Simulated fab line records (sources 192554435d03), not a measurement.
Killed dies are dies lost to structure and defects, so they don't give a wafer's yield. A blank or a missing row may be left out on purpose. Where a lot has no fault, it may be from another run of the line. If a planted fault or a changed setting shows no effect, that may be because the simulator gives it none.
2 desks looking at one fault ; flow n5 finfet ; each desk holds nothing but its own numbers, with what lay behind them at the end

== AT THE METROLOGY DESK ==
What the gauges read for every lot (on any tool): the sampled wafers with a number, averaged. Marked OUT: a lot whose mean sits more than 4 standard deviations from the usual mean, which makes it out of limits; the brackets give that distance. Of its 17 readings 7 are shown: the one that was out of limits first, and those that lie furthest out on some lot.
Columns: A = ION_N at N5_BEOL_M4_RC_MEAS_101, usual 673 uA/um; B = RC_DENSE_N at N5_BEOL_M4_RC_MEAS_101, usual 19.0 ohm.um; C = RC_DENSE_P at N5_BEOL_M4_RC_MEAS_101, usual 23.8 ohm.um; D = RC_N at N5_BEOL_M4_RC_MEAS_101, usual 15.48 ohm.um; E = RC_P at N5_BEOL_M4_RC_MEAS_101, usual 19.4 ohm.um; F = REXT_N at N5_BEOL_M4_RC_MEAS_101, usual 75.0 ohm.um; G = REXT_P at N5_BEOL_M4_RC_MEAS_101, usual 101.1 ohm.um
lot;first seen here;A;B;C;D;E;F;G
L517;day 8 09:42;662;19.4;23.9;15.68;19.4;76.3;99.4
L520;day 9 07:20;665;18.9;23.6;15.37;19.2;73.3;100.1
L519;day 9 10:53;678;19.2;23.9;15.68;19.6;75.4;97.3
L523;day 9 14:05;675;18.8;23.6;15.38;19.1;75.3;98.7
L524;day 9 18:56;670;19.0;23.8;15.48;19.5;73.0;98.1
L525;day 9 22:30;664;19.3;24.1;15.65;19.6;77.2;100.2
L526;day 10 17:35;673;18.7;23.4;15.13;19.0;75.0;103.0
L530;day 11 23:04;668;19.0;23.4;15.29;19.1;73.2;98.7
L532;day 12 04:01;649;31.5 (+37) OUT;39.4 (+37) OUT;25.63 (+36) OUT;32.1 (+38) OUT;85.3 (+6.9) OUT;116.5 (+7.0) OUT
L534;day 12 16:48;646;29.8 (+32) OUT;37.2 (+32) OUT;24.28 (+31) OUT;30.5 (+34) OUT;86.9 (+7.9) OUT;110.0 (+4.0) OUT
This desk finds L532, L534 out of limits, with the earliest case on L532 at day 12 04:57 (RC_DENSE_N at N5_BEOL_M4_RC_MEAS_101). Within limits: L517, L520, L519, L523, L524, L525, L526, L530.

== AT THE TOOL OWNER'S DESK: rie diel-04 ==
The tool's own readings at N5_MOL_CONTACT_COAG_CONTACT_ETCH_14 (etches SiO2 in C4F6/O2, target depth 27.5 nm, overetch 8.5 nm, time 20 s): means of the sampled wafers that have a number, for each lot that ran on this tool. Marked OUT: a lot whose mean sits more than 4 standard deviations from the usual mean, which makes it out of limits; the brackets give that distance.
Columns: A = O2_flow_sccm at N5_MOL_CONTACT_COAG_CONTACT_ETCH_14, usual 10.00 sccm; B = drypump motor current A at N5_MOL_CONTACT_COAG_CONTACT_ETCH_14, usual 5.8 A; C = oes product au at N5_MOL_CONTACT_COAG_CONTACT_ETCH_14, usual 0.67 a.u.; D = rf vpp V at N5_MOL_CONTACT_COAG_CONTACT_ETCH_14, usual 693 V; E = showerhead plenum p Torr at N5_MOL_CONTACT_COAG_CONTACT_ETCH_14, usual 2.88 Torr; F = throttle valve pct at N5_MOL_CONTACT_COAG_CONTACT_ETCH_14, usual 21.29 %
lot;first seen here;A;B;C;D;E;F
L519;day 5 21:22;9.99;6.1;0.69;693;2.91;21.27
L523;day 6 15:59;10.01;6.1;0.58;691;2.84;21.47
L524;day 6 19:27;10.01;6.1;0.63;691;2.83;21.41
L525;day 7 04:00;10.01;6.0;0.63;694;2.90;21.36
L530;day 8 08:09;9.96;5.9;0.76;690;2.81;21.23
L532;day 8 22:14;10.02;6.0;0.71;699;3.03;21.13
L534;day 9 10:58;9.96;6.0;0.70;697;3.03;21.14
This desk found nothing out of limits on any of the 7 lots.

== ALL TOGETHER ==
An alarm was possible from the metrology desk at day 12 04:57, on L532, L534.
The tool owner's desk saw nothing out of limits.
Tool owner's desk: L532, L534 on record, inside its limits.
Of the lots named, all ran N5_MOL_CONTACT_COAG_CONTACT_ETCH_14 on rie diel-04.

== WHAT WAS PUT IN BY THE SIMULATOR ==
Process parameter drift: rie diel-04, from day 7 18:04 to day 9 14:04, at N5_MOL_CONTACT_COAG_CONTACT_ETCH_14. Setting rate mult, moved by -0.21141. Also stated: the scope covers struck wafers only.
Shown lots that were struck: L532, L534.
Hours from the fault's start to each desk's first reading out of limits: the metrology desk, 107.
